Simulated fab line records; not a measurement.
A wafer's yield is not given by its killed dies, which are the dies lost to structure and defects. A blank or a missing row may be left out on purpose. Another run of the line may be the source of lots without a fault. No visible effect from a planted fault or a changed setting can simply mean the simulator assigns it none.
fab line records	flow n5-finfet
record: lots: 6	wafers: 18	last-day: 17
route steps=1938 shown BEOL_M4@1091 BEOL_M5@1112 PASSIVATION@1936
lots with no fault: from the same line, run without faults
start-h: hours from the record's opening day to when the first of the lot's shown wafers began	wait-h: time in hours since the lot's previous step	" unchanged from the row above	L1.1+2: one row covering several wafers at once	- no value present, or no start provided	* or withheld: withheld	< > ~ a bound
route shown NAME@n: NAME is a module with steps in the file, n the number in the route of the first one	usual: the fault-free wafers' mean and standard deviation	same: alike in all rows	chamber/n: place in a boat	sites: each site's reading	_std_site: the values' standard deviation	_edge_site: outer sites' mean less inner sites'	radius-mm: for every site, how far away it sits from the centre of the wafer	mask NAME#n: copy n	behind: the last tool/chamber to shape the wafer	hold: reason for holding the lot/hours on hold/outcome of the hold	device: whichever transistor did not switch (one of n, p or np)	end of line: tests run on the same wafers once the route is complete	where a step has no rows: the recipe by itself	killed: count of dies lost to structure and defects at first sort (not the wafer's yield)	map: shows each die of a wafer: x if killed, . if not, _ if none is there
set.NAME: the setting the step ran with; set.NAME@STEP: the setting that earlier step ran with	model.NAME: the simulator's own value behind a step, which no gauge read
certain route steps with their lots: each step a table, each wafer a row
services: from which hour (start-h, from the record's first day; less than 0 if before it) a tool's chamber was out of use, for how many hours, and why
== steps ==
step: N5_BEOL_M4_ANNEAL_87
recipe: temp-c: 400	time-s: 240	ambient: vacuum
step: N5_BEOL_M4_SPUTTER_88
recipe: material: Cu	target-thk-a: 45	temp-c: -20	chamber-pressure-pa: 0.07	power-w: withheld	time-s: 8.29
step: N5_BEOL_M4_ANNEAL_89
recipe: temp-c: 400	time-s: 240	ambient: vacuum
step: N5_BEOL_M4_SPUTTER_90
recipe: material: Cu	target-thk-a: 45	temp-c: -20	chamber-pressure-pa: 0.07	power-w: withheld	time-s: 8.29
step: N5_BEOL_M4_ANNEAL_91
recipe: temp-c: 400	time-s: 240	ambient: vacuum
usual: heater-power-w: 889/110
lot.wafer	tool	chamber	start-h	wait-h	heater-power-w
L363.2	pvd-sputter-02	-	175.22	0.0	840
L363.3	"	-	"	"	821
L363.6	"	-	"	"	714
L364.1	pvd-sputter-01	-	185.20	0.0	827
L364.3	"	-	"	"	892
L364.4	"	-	"	"	919
L374.1	pvd-sputter-03	-	240.73	0.0	852
L374.2	"	-	"	"	1195
L374.5	"	-	"	"	817
L375.1	pvd-sputter-01	-	254.04	0.0	840
L375.3	"	-	"	"	910
L375.4	"	-	"	"	932
L377.1	pvd-sputter-03	-	262.02	0.0	961
L377.3	"	-	"	"	1206
L377.4	"	-	"	"	796
L383.1	pvd-sputter-03	-	294.85	0.0	780
L383.2	"	-	"	"	882
L383.3	"	-	"	"	1177
step: N5_BEOL_M4_SPUTTER_92
recipe: material: Cu	target-thk-a: 45	temp-c: -20	chamber-pressure-pa: 0.07	power-w: withheld	time-s: 8.29
step: N5_BEOL_M4_ANNEAL_93
recipe: temp-c: 400	time-s: 240	ambient: vacuum
step: N5_BEOL_M4_SPUTTER_94
recipe: material: Cu	target-thk-a: 45	temp-c: -20	chamber-pressure-pa: 0.07	power-w: withheld	time-s: 8.29
usual: chuck-sensor-temp-C: -16.1/0.48	throttle-valve-pct: 30.0/0.6
lot.wafer	tool	chamber	start-h	wait-h	chuck-sensor-temp-C	throttle-valve-pct
L363.2	pvd-sputter-02	-	175.58	0.1	-16.9	29.4
L363.3	"	-	"	"	-16.4	29.4
L363.6	"	-	"	"	-15.8	30.7
L364.1	pvd-sputter-01	-	185.56	0.1	-16.7	30.1
L364.3	"	-	"	"	-15.8	30.6
L364.4	"	-	"	"	-15.8	30.0
L374.1	pvd-sputter-03	-	241.09	0.1	-16.3	29.5
L374.2	"	-	"	"	-15.1	30.4
L374.5	"	-	"	"	-16.9	29.0
L375.1	pvd-sputter-01	-	254.40	0.1	-16.1	31.1
L375.3	"	-	"	"	-15.9	30.2
L375.4	"	-	"	"	-15.4	30.5
L377.1	pvd-sputter-03	-	262.38	0.1	-15.9	29.2
L377.3	"	-	"	"	-15.2	30.2
L377.4	"	-	"	"	-16.7	29.3
L383.1	pvd-sputter-03	-	295.21	0.1	-16.7	29.0
L383.2	"	-	"	"	-16.4	29.7
L383.3	"	-	"	"	-15.2	30.0
step: N5_BEOL_M4_ANNEAL_95
recipe: temp-c: 400	time-s: 240	ambient: vacuum
step: N5_BEOL_M4_SPUTTER_96
recipe: material: Cu	target-thk-a: 45	temp-c: -20	chamber-pressure-pa: 0.07	power-w: withheld	time-s: 8.29
step: N5_BEOL_M4_ECD_50
recipe: material: Cu	target-thk-a: 3000
step: N5_BEOL_M4_ANNEAL_51
recipe: temp-c: 225	time-s: 90	ambient: N2
step: N5_BEOL_M4_CMP_52
recipe: stop-on: SiOC	t-overpolish-s: 6.8	down-force-psi: 1	platen-rpm: 50	clearing-platen-down-force-psi: 1.5	clearing-platen-rpm: 50	post-cmp-clean: cu-alkaline	target-thk-nm: 40	clearing-platen-pad-velocity-m-s: 0.99484	pad-velocity-m-s: 0.99484
usual: barrier-field-endpoint-s: 24.9/0.66	motor-current-A: 6.2/0.62	overpolish-run-s: 6.800/0.0097	platen-rpm: 50.00/0.033	time-to-endpoint-s: 63/3.1
lot.wafer	tool	chamber	start-h	wait-h	barrier-field-endpoint-s	motor-current-A	overpolish-run-s	platen-rpm	time-to-endpoint-s
L363.2	cmp-01	0	176.33	0.2	24.4	5.0	6.811	50.01	59
L363.3	"	2	"	"	24.3	6.3	6.795	50.06	62
L363.6	"	3	"	"	24.0	6.7	6.806	49.90	60
L364.4	cmp-03	3	186.27	0.1	25.1	5.8	6.815	49.98	70
L364.1	"	0	"	"	24.6	6.8	6.789	50.04	67
L364.3	"	1	"	"	24.2	7.1	6.790	49.97	67
L374.1	cmp-03	0	241.84	0.3	25.5	6.7	6.785	50.04	65
L374.2	"	2	"	"	25.0	5.8	6.795	50.02	67
L374.5	"	0	"	"	25.6	6.6	6.793	49.96	63
L375.3	cmp-03	1	255.11	0.2	23.4	7.0	6.787	50.02	59
L375.4	"	2	"	"	25.1	6.0	6.779	50.00	65
L375.1	"	0	"	"	23.8	6.7	6.798	49.98	61
L377.1	cmp-02	0	263.09	0.3	24.5	6.4	6.797	49.95	60
L377.4	"	1	"	"	25.4	6.7	6.804	49.98	64
L377.3	"	2	"	"	24.7	4.9	6.779	49.99	58
L383.2	cmp-02	1	295.93	0.2	24.3	6.2	6.786	50.02	63
L383.3	"	3	"	"	24.2	5.7	6.796	50.02	63
L383.1	"	0	"	"	23.9	6.2	6.806	49.98	58
step: N5_BEOL_M4_PRE_CLEAN_60
recipe: gas: NH3/H2	time-s: 15	temp-c: *	rf-power-w: 300
usual: heater-power-w: 84/15
lot.wafer	tool	chamber	start-h	wait-h	heater-power-w
L363.2	cvd-co-02	1	176.62	0.0	106
L363.3	"	2	"	"	91
L363.6	"	0	"	"	82
L364.1	cvd-co-02	2	186.61	0.0	93
L364.3	"	0	"	"	85
L364.4	"	1	"	"	104
L374.1	cvd-co-02	1	242.13	0.0	104
L374.2	"	0	"	"	85
L374.5	"	1	"	"	107
L375.1	cvd-co-02	0	255.44	0.0	81
L375.3	"	2	"	"	94
L375.4	"	1	"	"	107
L377.1	cvd-co-02	0	263.42	0.0	84
L377.3	"	1	"	"	106
L377.4	"	1	"	"	106
L383.1	cvd-co-02	0	296.26	0.0	84
L383.2	"	2	"	"	94
L383.3	"	1	"	"	106
step: N5_BEOL_M4_CO_CAP_55
recipe: material: Co	target-thk-a: 20	temp-c: 200	precursor: CCTBA/H2	pressure-torr: 30	time-s: 102.1
step: N5_BEOL_M4_PRE_CLEAN_56
recipe: gas: NH3	time-s: 15	temp-c: withheld	rf-power-w: 300
step: N5_BEOL_M4_DEP_57
recipe: material: SiCN	target-thk-a: 80	temp-c: withheld	precursor: 3MS/NH3	pressure-torr: 3	rf-w: 202	time-s: 14
step: N5_BEOL_M4_INSPECT_59
recipe: inspect-instrument: darkfield	mode: post-dep
usual: raw-defect-count: 76/23
lot.wafer	tool	chamber	start-h	wait-h	raw-defect-count
L363.2	defect-inspect-02	-	176.87	0.0	52
L363.3	"	-	"	"	71
L363.6	"	-	"	"	77
L364.1	defect-inspect-02	-	186.86	0.0	94
L364.3	"	-	"	"	89
L364.4	"	-	"	"	77
L374.1	defect-inspect-01	-	242.38	0.0	834
L374.2	"	-	"	"	74
L374.5	"	-	"	"	861
L375.1	defect-inspect-01	-	255.69	0.0	802
L375.3	"	-	"	"	81
L375.4	"	-	"	"	94
L377.1	defect-inspect-01	-	263.67	0.0	79
L377.3	"	-	"	"	68
L377.4	"	-	"	"	135
L383.1	defect-inspect-01	-	296.52	0.0	114
L383.2	"	-	"	"	68
L383.3	"	-	"	"	102
step: N5_BEOL_M5_ILD_DEP_00
recipe: material: SiCOH_lowk	target-thk-a: 1406.4	temp-c: 300	precursor: DEMS/porogen	pressure-torr: 5	rf-w: 500	time-s: 25.9
step: N5_BEOL_M5_CURE_79
recipe: temp-c: 385	time-s: 240	ambient: He/Ar	material: SiCOH_lowk
step: N5_BEOL_M5_THK_MEAS_01
recipe: reads: SiCOH_lowk_of_BEOL_M5_ILD_DEP_00
usual: M5_ILD_THK: 121.2/1.5
lot.wafer	tool	chamber	start-h	wait-h	M5_ILD_THK[nm]
L363.2	film-metro-02	-	178.43	0.4	119.4
L363.3	"	-	"	"	122.2
L363.6	"	-	"	"	122.7
L364.1	film-metro-02	-	188.42	0.4	119.6
L364.3	"	-	"	"	119.5
L364.4	"	-	"	"	121.5
L374.1	film-metro-02	-	243.94	0.4	119.8
L374.2	"	-	"	"	118.2
L374.5	"	-	"	"	122.2
L375.1	film-metro-01	-	257.25	0.4	119.2
L375.3	"	-	"	"	118.0
L375.4	"	-	"	"	120.2
L377.1	film-metro-01	-	265.31	0.4	122.6
L377.3	"	-	"	"	121.4
L377.4	"	-	"	"	124.1
L383.1	film-metro-02	-	298.14	0.5	119.5
L383.2	"	-	"	"	120.4
L383.3	"	-	"	"	120.0
step: N5_BEOL_M5_PECVD_70
recipe: material: SiO2	target-thk-a: 160	temp-c: 400	precursor: TEOS/O2	pressure-torr: 5.5	rf-w: 450	teos-flow-sccm: 53.8	gas: O2	flow-sccm: 3000	time-s: 18
usual: heater-power-w: 711/93	showerhead-plenum-p-Torr: 8.78/0.054	throttle-valve-pct: 22.0/0.97
lot.wafer	tool	chamber	start-h	wait-h	heater-power-w	showerhead-plenum-p-Torr	throttle-valve-pct
L363.2	pecvd-04	2	178.47	0.0	729	8.80	21.2
L363.3	"	2	"	"	728	8.77	21.2
L363.6	"	1	"	"	869	8.70	23.5
L364.1	pecvd-04	2	188.45	0.0	732	8.79	21.3
L364.3	"	2	"	"	698	8.79	21.4
L364.4	"	1	"	"	810	8.70	23.3
L374.1	pecvd-01	2	243.98	0.0	706	8.73	21.1
L374.2	"	1	"	"	757	8.84	22.8
L374.5	"	0	"	"	933	8.80	22.5
L375.1	pecvd-03	0	257.29	0.0	648	8.82	23.2
L375.3	"	1	"	"	608	8.82	22.1
L375.4	"	0	"	"	655	8.80	23.1
L377.1	pecvd-04	2	265.34	0.0	684	8.74	21.3
L377.3	"	1	"	"	851	8.70	23.2
L377.4	"	2	"	"	701	8.80	21.2
L383.1	pecvd-01	1	298.17	0.0	775	8.85	23.3
L383.2	"	0	"	"	905	8.77	22.2
L383.3	"	2	"	"	723	8.73	21.5
step: N5_BEOL_M5_HM_DEP_02
recipe: material: TiN	target-thk-a: 200	temp-c: 25	chamber-pressure-pa: 0.49996
step: N5_BEOL_M5_COAT_59
recipe: resist: SOC	temp-c: 250	time-s: 60	spin-rpm: 1500	resist-thk-nm: 60
step: N5_BEOL_M5_COAT_60
recipe: resist: SiARC	temp-c: 220	time-s: 60	spin-rpm: 1500	resist-thk-nm: 12
step: N5_BEOL_M5_COAT_71
recipe: resist: underlayer	temp-c: 205	time-s: 60	spin-rpm: 1500	resist-thk-nm: 5
step: N5_BEOL_M5_COAT_05
recipe: resist: CAR-EUV	spin-rpm: 1500	resist-thk-nm: 30
step: N5_BEOL_M5_EBR_07
recipe: solvent: PGMEA	ebr-width-mm: 1.5
step: N5_BEOL_M5_SOFTBAKE_06
recipe: temp-c: 110	time-s: 60	resist: CAR-EUV
step: N5_BEOL_M5_EXPOSE_08
recipe: mask-id: M5	na: 0.33	source-shape: annular	sigma-inner: 0.4	sigma-outer: 0.8	polarization: unpolarized	target-cd-nm: 28	dose-mj: 35.75
step: N5_BEOL_M5_PEB_09
recipe: peb-temp-c: 100	peb-time-s: 60	resist: CAR-EUV
step: N5_BEOL_M5_DEVELOP_10
recipe: develop-time-s: 30	developer: TMAH	resist: CAR-EUV	rinse-liquid: surfactant-rinse	dry: air-spin	dev-temp-c: 23
step: N5_BEOL_M5_CD_MEAS_11
recipe: target-cd-nm: 27.74	landing-energy-ev: 500	detector: se-inlens
usual: cd-nm: 28.03/0.26
lot.wafer	tool	chamber	start-h	wait-h	cd-nm
L363.2	cd-sem-02	0	179.06	-	28.10
L363.3	"	0	"	"	27.87
L363.6	"	0	"	"	28.10
L364.1	cd-sem-02	0	190.18	-	27.59
L364.3	"	0	"	"	27.81
L364.4	"	0	"	"	28.22
L374.1	cd-sem-01	0	244.55	-	27.71
L374.2	"	0	"	"	28.08
L374.5	"	0	"	"	28.20
L375.1	cd-sem-02	0	258.15	-	27.71
L375.3	"	0	"	"	27.93
L375.4	"	0	"	"	28.00
L377.1	cd-sem-02	0	266.32	-	27.79
L377.3	"	0	"	"	28.25
L377.4	"	0	"	"	28.25
L383.1	cd-sem-03	0	299.76	-	27.90
L383.2	"	0	"	"	27.83
L383.3	"	0	"	"	28.48
step: N5_BEOL_M5_OVL_MEAS_12
recipe: points-per-wafer: 522
usual: M5_OVL: -0.3/0.59
lot.wafer	tool	chamber	start-h	wait-h	M5_OVL[nm]
L363.2	overlay-02	0	179.10	0.0	-0.1
L363.3	"	0	"	"	-0.4
L363.6	"	0	"	"	-0.3
L364.1	overlay-02	0	190.22	0.0	0.1
L364.3	"	0	"	"	-0.3
L364.4	"	0	"	"	-0.9
L374.1	overlay-01	0	244.58	0.0	-1.8
L374.2	"	0	"	"	-0.9
L374.5	"	0	"	"	-0.7
L375.1	overlay-01	0	258.18	0.0	-0.2
L375.3	"	0	"	"	-0.7
L375.4	"	0	"	"	-0.2
L377.1	overlay-01	0	266.35	0.0	0.1
L377.3	"	0	"	"	-0.3
L377.4	"	0	"	"	-0.2
L383.1	overlay-02	0	299.80	0.0	0.1
L383.2	"	0	"	"	-0.3
L383.3	"	0	"	"	-0.3
step: N5_BEOL_M5_INSPECT_13
recipe: mode: adi	inspect-instrument: brightfield
usual: raw-defect-count: 420/92
lot.wafer	tool	chamber	start-h	wait-h	raw-defect-count
L363.2	defect-inspect-02	-	179.16	0.1	340
L363.3	"	-	"	"	452
L363.6	"	-	"	"	404
L364.1	defect-inspect-02	-	190.28	0.1	381
L364.3	"	-	"	"	432
L364.4	"	-	"	"	396
L374.1	defect-inspect-02	-	244.64	0.1	1294
L374.2	"	-	"	"	343
L374.5	"	-	"	"	1134
L375.1	defect-inspect-01	-	258.23	0.1	1136
L375.3	"	-	"	"	579
L375.4	"	-	"	"	550
L377.1	defect-inspect-02	-	266.41	0.1	453
L377.3	"	-	"	"	470
L377.4	"	-	"	"	452
L383.1	defect-inspect-02	-	299.85	0.1	422
L383.2	"	-	"	"	383
L383.3	"	-	"	"	466
step: N5_BEOL_M5_DESCUM_16
recipe: chemistry: O2	time-s: 7	source-power-w: 50	bias-power-w: 20	pressure-mtorr: 20	rf-frequency-hz: 2.712e+07	temp-c: 40	resist: CAR-EUV	o2-flow-sccm: 225
usual: drypump-motor-current-A: 5.6/0.31	oes-product-au: 0.76/0.059	rf-vpp-V: 241.8/1.5	showerhead-plenum-p-Torr: 2.01/0.083	throttle-valve-pct: 20.34/0.17
lot.wafer	tool	chamber	start-h	wait-h	drypump-motor-current-A	oes-product-au	rf-hours-counter-h	rf-vpp-V	showerhead-plenum-p-Torr	throttle-valve-pct
L363.2	rie-diel-03	3	179.19	0.0	5.3	0.71	202	241.6	1.98	20.44
L363.3	"	2	"	"	5.4	0.77	134	240.1	1.93	20.27
L363.6	"	0	"	"	5.4	0.77	-	241.0	1.93	20.49
L364.1	rie-diel-01	2	190.39	0.1	5.7	0.78	122	243.9	2.11	20.08
L364.3	"	3	"	"	5.5	0.76	148	241.1	1.92	20.50
L364.4	"	0	"	"	5.7	0.81	79	241.6	2.13	20.10
L374.1	rie-diel-03	3	244.90	0.3	5.3	0.70	218	241.9	1.97	20.45
L374.2	"	2	"	"	5.4	0.76	151	240.2	1.93	20.29
L374.5	"	1	"	"	6.1	0.86	-	242.5	2.05	20.31
L375.1	rie-diel-01	0	258.42	0.2	5.7	0.79	105	242.5	2.12	20.14
L375.3	"	1	"	"	6.0	0.71	202	243.6	2.18	20.30
L375.4	"	3	"	"	5.5	0.75	-	239.8	1.91	20.54
L377.1	rie-diel-03	0	266.44	0.0	5.4	0.74	162	241.3	1.92	20.52
L377.3	"	3	"	"	5.2	0.70	226	240.2	1.97	20.46
L377.4	"	1	"	"	6.1	0.85	67	241.5	2.04	20.31
L383.1	rie-diel-03	2	300.06	0.2	5.4	0.75	168	241.0	1.92	20.32
L383.2	"	0	"	"	5.4	0.73	171	240.2	1.92	20.52
L383.3	"	1	"	"	6.1	0.84	74	240.4	2.04	20.34
step: N5_PASSIVATION_PROBE_49
usual: defect-limited-yield: 91.1/1.5	killed_at_M0_to_M3: 36/11	killed_at_M4_up: 13/5	killed-at-contacts: 13/5	killed-at-front-end: 40/12	killed-at-other: 3.3/2.3	killed-dies: 106/17	killed-on-rim: 13/3.7	killed-open: 70/13	killed-short: 34/7.6	sort_bin_5_function: 5.3/0.96	sort_bin_6_memory: 3.3/0.66	sort-n-pass: 1074/17	sort-yield-pct: 91.1/1.5
same: gross-dies: 1180	killed-at-back-side: 0	sort_bin_4_leakage[%]: 0	sort_bin_8_speed[%]: 0
lot.wafer	tool	chamber	start-h	wait-h	defect-limited-yield[%]	killed_at_M0_to_M3	killed_at_M4_up	killed-at-contacts	killed-at-front-end	killed-at-other	killed-dies	killed-on-rim	killed-open	killed-short	sort_bin_5_function[%]	sort_bin_6_memory[%]	sort-n-pass	sort-yield-pct[%]
L363.2	prober-01	-	283.74	0.1	94.2	21	14	5	27	2	69	11	44	25	3.6	1.7	1111	94.2
L363.3	prober-01	-	283.79	0.1	94.0	18	12	6	34	1	71	9	43	26	3.9	1.7	1109	94.0
L363.6	prober-01	-	283.94	0.3	94.2	19	10	13	25	2	69	7	37	32	3.8	1.9	1111	94.2
L364.1	prober-01	-	286.60	0.0	88.7	48	15	19	47	4	133	24	87	46	6.0	4.7	1047	88.7
L364.3	prober-01	-	286.70	0.1	90.6	38	23	9	35	6	111	14	64	46	5.6	3.4	1069	90.6
L364.4	prober-01	-	286.75	0.2	89.8	37	16	13	51	3	120	12	75	45	5.3	4.4	1060	89.8
L374.1	prober-02	-	342.20	0.0	46.7	46	547	7	26	3	629	70	54	29	34.5	16.1	551	46.7
L374.2	prober-02	-	342.25	0.1	91.3	45	9	9	36	4	103	11	67	30	5.7	2.8	1077	91.3
L374.5	prober-02	-	342.40	0.2	46.4	29	553	18	31	2	633	84	64	22	34.0	16.1	547	46.4
L375.1	prober-01	-	364.85	0.0	47.4	29	527	13	52	0	621	82	67	34	34.1	16.0	559	47.4
L377.3	prober-02	-	375.56	0.1	91.9	28	13	26	24	5	96	13	71	25	4.8	3.0	1084	91.9
killed by level:class
L363.2 BEOL_M0_SAQP:geometric-particle:short=8 BEOL_M0_SAQP:geometric-particle:open=6 MOL_CONTACT_COAG:geometric-particle:open=5 BEOL_M4:geometric-particle:open=5 FIN_SAQP:geometric-particle:short=4 BEOL_M7:geometric-particle:open=4 FIN_SAQP:geometric-particle:open=3 STI_FIN_REVEAL:geometric-particle:open=3
L363.3 FIN_SAQP:geometric-particle:short=7 STI_FIN_REVEAL:geometric-particle:open=7 MOL_CONTACT_COAG:geometric-particle:open=6 BEOL_M4:geometric-particle:open=6 BEOL_M0_SAQP:geometric-particle:short=5 BEOL_M1:geometric-particle:open=5 DUMMY_GATE:geometric-particle:open=4 STARTING-WAFER:geometric-particle:short=4
L363.6 MOL_CONTACT_COAG:geometric-particle:open=12 GATE_CUT:geometric-particle:short=8 BEOL_M1:geometric-particle:open=7 BEOL_M4:geometric-particle:short=5 FIN_SAQP:geometric-particle:short=4 BEOL_M0_SAQP:geometric-particle:open=4 BEOL_M0_SAQP:geometric-particle:short=4 FIN_SAQP:geometric-particle:open=2
L364.1 MOL_CONTACT_COAG:geometric-particle:open=12 BEOL_M0_SAQP:geometric-particle:short=12 FIN_SAQP:geometric-particle:open=11 BEOL_M0_SAQP:geometric-particle:open=11 BEOL_M2:geometric-particle:open=10 FIN_SAQP:geometric-particle:short=9 STI_FIN_REVEAL:geometric-particle:open=9 MOL_CONTACT_COAG:geometric-particle:short=7
L364.3 BEOL_M4:geometric-particle:short=9 MOL_CONTACT_COAG:geometric-particle:open=8 BEOL_M0_SAQP:geometric-particle:short=8 FIN_SAQP:geometric-particle:open=7 STI_FIN_REVEAL:geometric-particle:open=7 GATE_CUT:geometric-particle:short=6 BEOL_M2:geometric-particle:open=5 BEOL_M0_SAQP:geometric-particle:open=5
L364.4 FIN_SAQP:geometric-particle:short=15 BEOL_M3:geometric-particle:open=12 MOL_CONTACT_COAG:geometric-particle:open=11 BEOL_M2:geometric-particle:open=8 DUMMY_GATE:geometric-particle:open=6 GATE_CUT:geometric-particle:open=6 BEOL_M0_SAQP:geometric-particle:short=6 STARTING-WAFER:geometric-particle:open=6
L374.1 BEOL_M4:unspecified=543 BEOL_M3:geometric-particle:open=17 BEOL_M0_SAQP:geometric-particle:open=8 GATE_CUT:geometric-particle:short=6 BEOL_M3:geometric-particle:short=6 MOL_CONTACT_COAG:geometric-particle:open=6 BEOL_M2:geometric-particle:open=6 BEOL_M0_SAQP:geometric-particle:short=5
L374.2 BEOL_M0_SAQP:geometric-particle:open=13 STI_FIN_REVEAL:geometric-particle:open=12 BEOL_M0_SAQP:geometric-particle:short=8 MOL_CONTACT_COAG:geometric-particle:open=7 BEOL_M3:geometric-particle:open=7 BEOL_M3:geometric-particle:short=6 GATE_CUT:geometric-particle:short=5 BEOL_M4:geometric-particle:open=4
L374.5 BEOL_M4:unspecified=545 MOL_CONTACT_COAG:geometric-particle:open=17 BEOL_M3:geometric-particle:open=11 BEOL_M4:geometric-particle:open=7 FIN_SAQP:geometric-particle:open=6 STI_FIN_REVEAL:geometric-particle:open=6 BEOL_M0_SAQP:geometric-particle:short=6 DUMMY_GATE:geometric-particle:open=5
L375.1 BEOL_M4:unspecified=520 FIN_SAQP:geometric-particle:open=18 FIN_SAQP:geometric-particle:short=14 MOL_CONTACT_COAG:geometric-particle:open=11 STI_FIN_REVEAL:geometric-particle:open=9 BEOL_M0_SAQP:geometric-particle:open=9 BEOL_M0_SAQP:geometric-particle:short=7 BEOL_M3:geometric-particle:open=4
L377.3 MOL_CONTACT_COAG:geometric-particle:open=21 BEOL_M2:geometric-particle:open=11 FIN_SAQP:geometric-particle:open=6 MOL_CONTACT_COAG:geometric-particle:short=5 BEOL_M0:geometric-particle:open=5 BEOL_M1:geometric-particle:open=5 DUMMY_GATE:geometric-particle:open=4 BEOL_M4:geometric-particle:open=4
map L374.5 (x killed, . not)
_________________x..xx.....x.________________
______________xxxxxxxxxxx..xxx.x_____________
___________.x.xxxxx.x..x.x.x.x.xx.x__________
__________.x.xx.xx.x.xx...x.x.....x._________
________xxxxxxxx...xx.x.xx..xxxx...xxx_______
_______.xxx..x..xx...x.x.xxx......xx.xx______
______.xx..x..x...xxxxx..x..xxxxxxx....._____
_____.x..xxx.x.x.xxx..xx..xxxxx.....x.xx.____
____x.x...xx..x..xxx..xx.xxxxxxx.x.x.x.x.x___
___.x...xxxxxxx..x..xxxxxx.xx.xxx..x..xx.x.__
___.x..x..xx.xxx..xx.xxxx.xxxxx.xxxxxxxxx.x__
__.x..xxx.x.xxxx..x..x.xx...x.xxxxxxxx......_
__.x...x.x..xxxx.xxx.xxxx..xx.x..x...xx...x._
_..x.x..xx..x.xx..xxx..xxx..xxxx.x.xx.x......
_x...xx..x...x.xx.x..x...xx......xxxx.xx....x
_xx.x.x..xx.xx...xxxxxxx.xx..xxxx.xx..x.x.x.x
_xxx..x.x..x.xxxxx.x.........xx.x...xxxxx.xxx
_.x..xxxxxxxx..xx.x.x..xxxx.x..x.xx......xxxx
_x.xxxxx.x.xx.x.xxxx...xxx.xx....xxx..x...xxx
_.xxx.x..xx..x.x.....x...xxx....xxxxx.xx.xxx.
_xxx.xx..x.xxxxx..xxx..xx.x..xx.xxxx..xx..xxx
__..xxx.xxx.xxxx.....xxx.xx....xxx.x..x..xx._
__xx...x.xx..xxx.xx..xx....x..x.xxxxx..xxx.x_
___..xxx......x..xxxxxxxxx.xxxxx.xx.x....x.__
___x....x..xx..x.....x.x.x.x....xxx..xx..xx__
____x.x...x..x...xx.xx..x...xxx.x.x.xxx.x.___
_____xxx...xx.xxx.xxxx.xxx.x..x.x.x.xx..x____
______.x....xx.x.x.xxx..x..x..xx..xxxx.._____
_______xx...xx...xxx..xx..x..x..x.x....______
________...x...xxx..xx.......x.x..xxxx_______
__________x.xxxxx.xx...xx.x.xxxx.xx._________
___________.x...x.x..xx.xx.xx..x.x.__________
______________xx.x.xxx.x.x.x.xxx_____________
_________________xx.x.xx..xx.________________
map L375.1 (x killed, . not)
_________________.x..xx..xx..________________
______________.x..xxxxxxxxxxxxxx_____________
___________.xx.xx.xxxxx.x..xxx.....__________
__________x..x.xxx...xx.xx.xx...x.xx_________
________.x..x.x.xx.xx.x.xx.x..xxxxxxx._______
_______..xxxx...x..x..x....xxx..x...xxx______
______x...x..xx.x..xx..xxx.x.x..x.....x._____
_____.xx...xx.xxxxxx......x.x..x.x.xxx.x.____
____x.x....x..xxxx.xxx...xx..x.xx.xx..x..x___
___.xxx.xx...x..x.xx..xx.xxx..x.x.xxxx...xx__
___.xx.xx.x...x.x.x...xx...xx..xxxx..xx.xxx__
__x....xxxxx.xxxx....x.x.xx..x.....xx.x.x.xx_
__...x......xx..x.xxxxx..xxx.x.x....xxx.xx.x_
_.xx.x.x.x.xxx.x.xxx......xxxxx..xx..x.x..xx.
_xx..x..x.xx..x.x....x..xxxx.xx..x..x.x.x...x
_....x.xxxxxxx.xxx.x..xx.xxxx....x.x...xxxx.x
_xx..xx.x.xxxxxx..x....xxxxx.xxxx...xxx....xx
_.xxx...x.x.x..x.......xx.x...xxx...xx.x....x
_x..xx.xxx.x..x....x.xx.x.xxxxx...xxx.xxxx...
_.xxxxxxx....xx.xx....x...x.xx.x.xxxxx...x..x
_.xxxxxxx..x.x..xx.x..xxx...x.x..xx.xxx.xx.xx
__xxxxxxx..x.x.x...xx...xx...x.xx.x.....xxxx_
__xx.x....xx..x..xxxx.xx.xxxx...xx.x.x.xxx.._
___xx.....xxxxxxx..xxx.xxxxxx..xxx.xxxx..xx__
___.x.xxxxxxx.........x..xxxxx..x.xxx...xxx__
____...xx.xx..x.....xx..x...x.x..xx..xxxx.___
_____xx.....xxx.xx..x.xxxxxx.x.x.x...x.xx____
______...xxxx.xx....x..xxxxx.xx..xx..x.._____
_______....xx.xx.x...xx.x.....x.xxxxxxx______
________x.xx.xxxxxx.x..x.x.x...xxx...x_______
__________xxxxxx..xx..xx.x.x.x.xx..x_________
___________x.xxxx....x..xxxxxx.xxxx__________
______________......xxxxxx..x..x_____________
_________________..x.xx.....x________________
== services ==
tool	chamber	start-h	hours	kind
pvd-sputter-01	-	158.45	0.9	repair
rie-diel-01	0	159.53	26.5	repair
rie-diel-01	-	181.01	0.5	repair
cmp-02	-	184.67	4.0	pm
cmp-02	-	188.67	-	consumable-replace:conditioner
cmp-02	-	188.67	-	consumable-replace:pad
cvd-co-02	-	197.44	6.0	pm
pecvd-01	0	203.34	5.5	scheduled-down
cmp-03	-	206.71	0.7	repair
rie-diel-03	-	211.39	14.6	pm
pecvd-04	1	213.24	2.1	scheduled-down
pecvd-01	-	217.79	1.4	repair
pecvd-01	2	222.99	2.1	scheduled-down
rie-diel-01	3	230.17	3.4	repair
cmp-03	-	233.03	3.6	repair
pecvd-01	-	233.05	1.7	repair
pecvd-03	1	239.79	1.8	repair
rie-diel-01	2	256.39	8.1	repair
pecvd-04	1	257.53	5.5	scheduled-down
rie-diel-01	1	260.87	12.6	repair
cmp-03	-	261.61	0.8	repair
cmp-03	-	283.57	4.8	pm
rie-diel-03	1	285.68	6.9	repair
pecvd-04	-	291.55	0.6	repair
== key ==
first-sign: step: N5_BEOL_M4_INSPECT_59	reading: raw-defect-count	direction: up	sigmas: 33	usual: 76	struck: 832
effect: step: N5_BEOL_M5_INSPECT_13	reading: raw-defect-count	direction: up	sigmas: 8.4	usual: 420	struck: 1188
effect: step: N5_PASSIVATION_PROBE_49	reading: killed_at_M4_up	direction: up	sigmas: 99+	usual: 13	struck: 542
more-kills-born-at: N5_BEOL_M4_CMP_52@cmp-03: 1608
met-at N5_BEOL_M4_CMP_52
struck-wafers L374.1,L374.5,L375.1
onset-between 186.27 241.84
fault: kind: chamber-particle-source	tool: cmp-03	chamber: 0	onset-h: 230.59	steps: N5_BEOL_M4_CMP_52	rate-per-visit-cm2: 1.1744	end-h: 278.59
